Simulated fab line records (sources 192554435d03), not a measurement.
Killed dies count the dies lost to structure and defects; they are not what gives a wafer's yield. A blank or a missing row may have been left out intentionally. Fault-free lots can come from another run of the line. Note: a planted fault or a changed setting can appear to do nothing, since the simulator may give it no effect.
Which tool is to blame? :: flow n5-finfet :: 15 wafers from 6 lots sampled at 4 of the route's 1938 steps

## WHAT EACH GAUGE READ, for each wafer
N5_PASSIVATION_OVL_MEAS_63.
lot: L389
measured: day 13 16:22
on: overlay-01
PAD_OVL (nm): -4 -6 -13

lot: L392
measured: day 14 18:56
on: overlay-02
PAD_OVL (nm): 3 -1

lot: L396
measured: day 16 03:30
on: overlay-02
PAD_OVL (nm): -10 -4 -5

lot: L399
measured: day 17 08:59
on: overlay-02
PAD_OVL (nm): -10 -15 -14

lot: L401
measured: day 17 13:18
on: overlay-02
PAD_OVL (nm): -3

lot: L406
measured: day 18 23:49
on: overlay-01
PAD_OVL (nm): 1 -11 -6

## WHAT TOOL EACH LOT RAN ON (gives the tool, then ch and the chambers of the sampled wafers, and finally the start)
lot: L389
N5_BEOL_M11_STRIP_19: rie-diel-06 ch 1,2,3, day 11 16:24
N5_PASSIVATION_PASS_ETCH_74: rie-diel-04 ch 0,3, day 13 14:37
N5_PASSIVATION_AL_DEP_21: pvd-sputter-02, day 13 15:52

lot: L392
N5_BEOL_M11_STRIP_19: rie-diel-06 ch 0,3, day 12 22:46
N5_PASSIVATION_PASS_ETCH_74: rie-diel-06 ch 1,2, day 14 17:13
N5_PASSIVATION_AL_DEP_21: pvd-sputter-01, day 14 18:31

lot: L396
N5_BEOL_M11_STRIP_19: rie-diel-02 ch 0,1,3, day 14 11:10
N5_PASSIVATION_PASS_ETCH_74: rie-diel-06 ch 2,3, day 16 02:11
N5_PASSIVATION_AL_DEP_21: pvd-sputter-03, day 16 03:00

lot: L399
N5_BEOL_M11_STRIP_19: rie-diel-06 ch 2,3, day 15 13:39
N5_PASSIVATION_PASS_ETCH_74: rie-diel-02 ch 1,2, day 17 07:30
N5_PASSIVATION_AL_DEP_21: pvd-sputter-02, day 17 08:29

lot: L401
N5_BEOL_M11_STRIP_19: rie-diel-06 ch 1, day 15 17:09
N5_PASSIVATION_PASS_ETCH_74: rie-diel-02 ch 1, day 17 10:29
N5_PASSIVATION_AL_DEP_21: pvd-sputter-02, day 17 12:48

lot: L406
N5_BEOL_M11_STRIP_19: rie-diel-04 ch 0,3, day 16 20:27
N5_PASSIVATION_PASS_ETCH_74: rie-diel-02 ch 1,2,3, day 18 22:22
N5_PASSIVATION_AL_DEP_21: pvd-sputter-02, day 18 23:11
- N5_BEOL_M11_STRIP_19: strips in O2.
- N5_PASSIVATION_PASS_ETCH_74: etches SiNx in CF4/O2, target depth 220 nm, time 110 s.
- N5_PASSIVATION_AL_DEP_21: deposits Al, target thk 2800 nm, time 170 s.

## THE ANSWER, worked out from the rows above alone
Rule: the lots themselves supply what counts as usual. The widest of any qualifying gaps counts: lots, ordered by their means at a reading, are off when they make up no more than a third of the lots, leave a main group of 4 or more, and stand apart from it by 3 or more times the standard deviation of that group's means. A main group is skipped when, at the precision printed for the reading in the tables above, its means are all equal. A lot without any number at a reading at which 4 lots or more have one is off too. Any other lot the step has rows for is counted as sound.
None of the lots is off at any reading shown; this tells nothing.

## WHAT THE SIMULATOR HAD PUT IN
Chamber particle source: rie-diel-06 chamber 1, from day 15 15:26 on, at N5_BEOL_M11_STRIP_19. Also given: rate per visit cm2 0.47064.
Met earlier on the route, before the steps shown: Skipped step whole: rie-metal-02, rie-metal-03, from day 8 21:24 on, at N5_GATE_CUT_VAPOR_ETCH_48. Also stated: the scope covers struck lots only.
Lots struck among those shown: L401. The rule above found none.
